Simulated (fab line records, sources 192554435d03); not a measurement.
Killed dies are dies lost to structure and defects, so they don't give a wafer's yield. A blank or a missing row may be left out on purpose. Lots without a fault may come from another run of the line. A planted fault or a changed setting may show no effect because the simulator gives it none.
fab line records | flow n5_finfet | part 2 of 2: steps 22 to 27 of 27
record lots=5 wafers=15 last_day=17
route steps=1938 shown BEOL_M7@1329 BEOL_M8@1332
lots that met no fault: from a run of the same line without faults
start_h: hours from the record's first day to the start of the lot's first wafer shown | wait_h: hours since the lot's step before | " the same as in the row above | L1.1+2: a row that stands for several wafers | - no value, or no start given | * or withheld: withheld | < > ~ a bound
route shown NAME@n: a module of which the file shows steps, and the number in the route of the first | usual: mean/standard deviation of fault-free wafers | same: alike in all rows | chamber/n: place in a boat | sites: the reading at each site | _std_site: their standard deviation | _edge_site: outer sites' mean less inner sites' | radius_mm: how far each site lies from the wafer's centre | mask NAME#n: copy n | behind: the tool/chamber that last shaped the wafer | hold: why the lot was held/for how many hours/how that ended | device: the transistor (n, p or np) that didn't switch | end of line: the same wafers' tests at the end of the route | a step without rows: its recipe alone | killed: dies lost to structure and defects at the first sort, not the wafer's yield | map: a wafer's dies, x killed, . not, _ none there
set.NAME: the setting as run; set.NAME@STEP: as run at that earlier step | model.NAME: the simulator's own value behind a step, which no gauge read
lots at some steps of the route; a table a step, a row a wafer
services: from which hour (start_h, from the record's first day; less than 0 if before it) a tool's chamber was out of use, for how many hours, and why
## steps
# step N5_BEOL_M8_ETCH_62
# recipe chemistry=N2/H2 target=SOC target_depth_a=1100 overetch_a=220 mask_material=SiARC temp_c=40 time_s=165 ion_energy_ev=200 pressure_mtorr=30 source_w=840 bias_w=150 n2_flow_sccm=200 h2_flow_sccm=200
# usual drypump_motor_current_A=5.63/0.3 oes_product_au=0.66/0.086 rf_vpp_V=523.8/2.6 showerhead_plenum_p_Torr=2.54/0.091 throttle_valve_pct=17.9/0.31
# columns lot.wafer tool chamber start_h wait_h drypump_motor_current_A oes_product_au rf_hours_counter_h rf_vpp_V showerhead_plenum_p_Torr throttle_valve_pct
L076.3 rie_diel-06 0 213.38 0.0 5.80 0.62 190 526.3 2.64 18.0
L076.4 " 3 " " 5.22 0.62 180 521.3 2.42 17.6
L076.6 " 0 " " 5.81 0.62 - 525.6 2.64 18.0
L088.2 rie_diel-02 1 284.62 0.0 5.88 0.59 248 525.4 2.61 18.2
L088.3 " 3 " " 5.58 0.60 249 522.7 2.49 18.3
L088.6 " 2 " " 5.42 0.83 - 522.1 2.50 17.4
L094.3 rie_diel-02 0 320.20 0.0 5.59 0.81 2 522.1 2.49 17.4
L094.5 " 0 " " 5.62 0.80 - 523.5 2.49 17.4
L094.6 " 2 " " 5.36 0.79 - 521.3 2.50 17.4
L095.2 rie_diel-02 2 325.55 0.1 5.44 0.78 26 523.5 2.50 17.4
L095.4 " 2 " " 5.40 0.78 - 522.0 2.50 17.4
L095.5 " 0 " " 5.61 0.79 - 521.3 2.49 17.4
L096.1 rie_diel-02 2 342.49 0.0 5.41 0.77 36 522.1 2.49 17.5
L096.3 " 0 " " 5.68 0.78 15 522.4 2.49 17.4
L096.4 " 2 " " 5.43 0.77 - 523.7 2.49 17.5
# step N5_BEOL_M8_STRIP_68
# recipe chemistry=N2/H2 temp_c=40 n2_flow_sccm=200 h2_flow_sccm=200 rf_frequency_hz=6e+07
# columns lot.wafer tool chamber start_h wait_h
L076.3+4+6 rie_diel-06 0,3,0 213.51 0.1
L088.2+3+6 rie_diel-02 1,3,2 284.76 0.1
L094.3+5+6 rie_diel-02 0,0,2 320.33 0.1
L095.2+4+5 rie_diel-02 2,2,0 325.76 0.1
L096.1+3+4 rie_diel-02 2,0,2 342.63 0.1
# step N5_BEOL_M8_STRIP_67
# recipe chemistry=CF4 resist=SiARC power_w=300 bias_power_w=75 pressure_mtorr=50 cf4_flow_sccm=150 rf_frequency_hz=6e+07
# usual bias_power_w=75.01/0.21 drypump_motor_current_A=5.62/0.29 oes_product_au=0.78/0.1 rf_vpp_V=271.1/1.6 showerhead_plenum_p_Torr=1.80/0.061 throttle_valve_pct=13.7/0.3
# columns lot.wafer tool chamber start_h wait_h bias_power_w drypump_motor_current_A oes_product_au rf_hours_counter_h rf_vpp_V showerhead_plenum_p_Torr throttle_valve_pct
L076.3 rie_diel-06 0 213.52 0.0 75.13 5.79 0.72 191 270.2 1.85 13.7
L076.4 " 3 " " 74.73 5.25 0.73 180 269.0 1.72 13.4
L076.6 " 0 " " 75.12 5.78 0.73 - 271.2 1.85 13.7
L088.2 rie_diel-02 1 284.77 0.0 74.87 5.87 0.71 248 273.6 1.85 14.0
L088.3 " 3 " " 75.06 5.58 0.70 249 272.7 1.77 14.2
L088.6 " 2 " " 74.83 5.39 0.98 - 269.7 1.77 13.2
L094.3 rie_diel-02 0 320.34 0.0 74.89 5.59 0.95 2 270.2 1.79 13.3
L094.5 " 0 " " 75.12 5.60 0.95 - 270.4 1.79 13.3
L094.6 " 2 " " 74.94 5.38 0.94 - 270.8 1.77 13.2
L095.2 rie_diel-02 2 325.77 0.0 74.82 5.38 0.93 26 270.5 1.77 13.2
L095.4 " 2 " " 75.14 5.41 0.92 - 270.9 1.77 13.2
L095.5 " 0 " " 75.12 5.59 0.94 - 269.1 1.79 13.3
L096.1 rie_diel-02 2 342.64 0.0 75.13 5.39 0.91 36 270.6 1.76 13.3
L096.3 " 0 " " 75.11 5.57 0.91 15 268.0 1.78 13.3
L096.4 " 2 " " 74.96 5.37 0.90 - 270.5 1.76 13.2
# step N5_BEOL_M8_HM_OPEN_17
# recipe chemistry=Cl2/BCl3 target_depth_a=200 overetch_a=60 target=TiN mask_material=SOC ion_energy_ev=150 pressure_mtorr=10 icp_w=1000 bias_w=126 Cl2_flow_sccm=53.25 bcl3_flow_sccm=21.75 Ar_flow_sccm=25
# usual drypump_motor_current_A=5.8/0.32 mfc_cl2_sccm=53.25/0.14 oes_product_au=0.68/0.11 throttle_valve_pct=22.00/0.3
# columns lot.wafer tool chamber start_h wait_h drypump_motor_current_A mfc_cl2_sccm oes_product_au rf_hours_counter_h throttle_valve_pct
L076.3 rie_metal-01 0 213.59 0.1 6.6 53.18 0.50 - 22.30
L076.4 " 1 " " 5.6 53.21 0.77 - 22.45
L076.6 " 1 " " 5.6 53.47 0.76 - 22.45
L088.2 rie_metal-03 1 284.81 0.0 5.6 53.11 0.54 113 22.20
L088.3 " 1 " " 5.6 53.08 0.54 - 22.19
L088.6 " 0 " " 5.7 53.81 0.54 - 22.08
L094.3 rie_metal-01 0 320.42 0.1 6.5 53.10 0.75 - 21.93
L094.5 " 1 " " 5.5 53.26 0.72 - 22.48
L094.6 " 0 " " 6.6 53.15 0.75 - 21.91
L095.2 rie_metal-03 0 325.85 0.1 5.6 53.05 0.53 - 22.08
L095.4 " 0 " " 5.6 53.40 0.54 - 22.09
L095.5 " 0 " " 5.6 53.27 0.53 - 22.10
L096.1 rie_metal-03 1 342.68 0.0 5.6 53.58 0.84 1 22.11
L096.3 " 0 " " 5.6 53.20 0.53 - 22.12
L096.4 " 1 " " 5.6 53.50 0.84 - 22.10
# step N5_BEOL_M8_STRIP_19
# recipe chemistry=O2 power_w=400 temp_c=40 pressure_mtorr=30 rf_frequency_hz=6e+07 bias_power_w=0 overash_fraction=0.2 o2_flow_sccm=225
# usual drypump_motor_current_A=5.67/0.29 oes_product_au=0.75/0.084 rf_vpp_V=3.7/0.61 showerhead_plenum_p_Torr=2.10/0.079 throttle_valve_pct=16.77/0.26
# same bias_power_w=0
# columns lot.wafer tool chamber start_h wait_h drypump_motor_current_A oes_product_au rf_hours_counter_h rf_vpp_V showerhead_plenum_p_Torr throttle_valve_pct
L076.3 rie_diel-02 0 213.67 0.1 5.60 0.67 227 4.1 2.08 16.73
L076.4 " 2 " " 5.42 0.70 238 4.3 2.05 16.61
L076.6 " 2 " " 5.39 0.70 - 3.7 2.05 16.62
L088.2 rie_diel-02 3 284.93 0.1 5.56 0.71 249 3.4 2.06 17.26
L088.3 " 1 " " 5.86 0.69 248 3.8 2.15 16.99
L088.6 " 2 " " 5.41 0.99 - 3.8 2.04 16.18
L094.3 rie_diel-03 1 320.50 0.1 5.30 0.66 243 3.7 2.15 16.80
L094.5 " 3 " " 5.91 0.80 - 4.1 2.23 16.72
L094.6 " 2 " " 6.11 0.91 - 3.5 2.05 16.17
L095.2 rie_diel-03 2 326.02 0.1 6.10 0.91 12 3.0 2.05 16.16
L095.4 " 3 " " 5.92 0.79 104 4.7 2.23 16.73
L095.5 " 1 " " 5.28 0.66 - 3.0 2.15 16.80
L096.1 rie_diel-06 2 342.79 0.1 6.26 0.85 52 3.9 2.21 16.48
L096.3 " 1 " " 5.41 0.96 9 3.7 2.07 16.66
L096.4 " 3 " " 5.18 0.71 229 2.7 1.98 16.59
# step N5_BEOL_M8_CD_MEAS_18
# recipe pitch_nm=80 target_cd_nm=40
# usual cd_nm=40.3/0.59
# columns lot.wafer tool chamber start_h wait_h cd_nm
L076.3 cd_sem-02 - 213.75 0.1 40.9
L076.4 " - " " 40.0
L076.6 " - " " 40.4
L088.2 cd_sem-02 - 285.01 0.1 39.5
L088.3 " - " " 40.1
L088.6 " - " " 40.9
L094.3 cd_sem-03 - 320.57 0.1 39.3
L094.5 " - " " 40.9
L094.6 " - " " 40.3
L095.2 cd_sem-02 - 326.09 0.1 40.2
L095.4 " - " " 40.0
L095.5 " - " " 39.7
L096.1 cd_sem-03 - 342.86 0.0 40.1
L096.3 " - " " 40.5
L096.4 " - " " 40.0
## services
# columns tool chamber start_h hours kind
arfi_scanner-02 - 188.46 1.0 pm
pecvd-04 - 189.42 0.3 repair
arfi_scanner-02 - 194.25 3.0 pm
arfi_scanner-01 - 205.82 4.9 pm
pecvd-03 2 210.24 18.6 repair
uv_cure-01 - 222.97 2.1 pm
rie_diel-03 3 225.89 3.9 repair
uv_cure-02 - 232.28 6.0 pm
arfi_scanner-01 - 236.86 0.8 pm
arfi_scanner-02 - 239.47 1.3 pm
arfi_scanner-02 - 240.77 1.5 pm
arfi_scanner-01 - 269.28 1.3 pm
pecvd-04 1 277.93 6.6 repair
arfi_scanner-02 - 279.03 0.8 pm
rie_diel-06 2 279.68 6.7 repair
arfi_scanner-02 - 281.29 1.7 repair
pecvd-01 1 285.45 3.6 repair
arfi_scanner-01 - 287.79 1.0 pm
pecvd-03 - 288.28 0.2 repair
uv_cure-01 - 288.41 7.5 pm
arfi_scanner-02 - 289.90 1.0 pm
pecvd-03 - 308.06 5.5 pm
rie_metal-01 1 308.47 4.1 repair
pecvd-03 0 320.82 12.4 repair
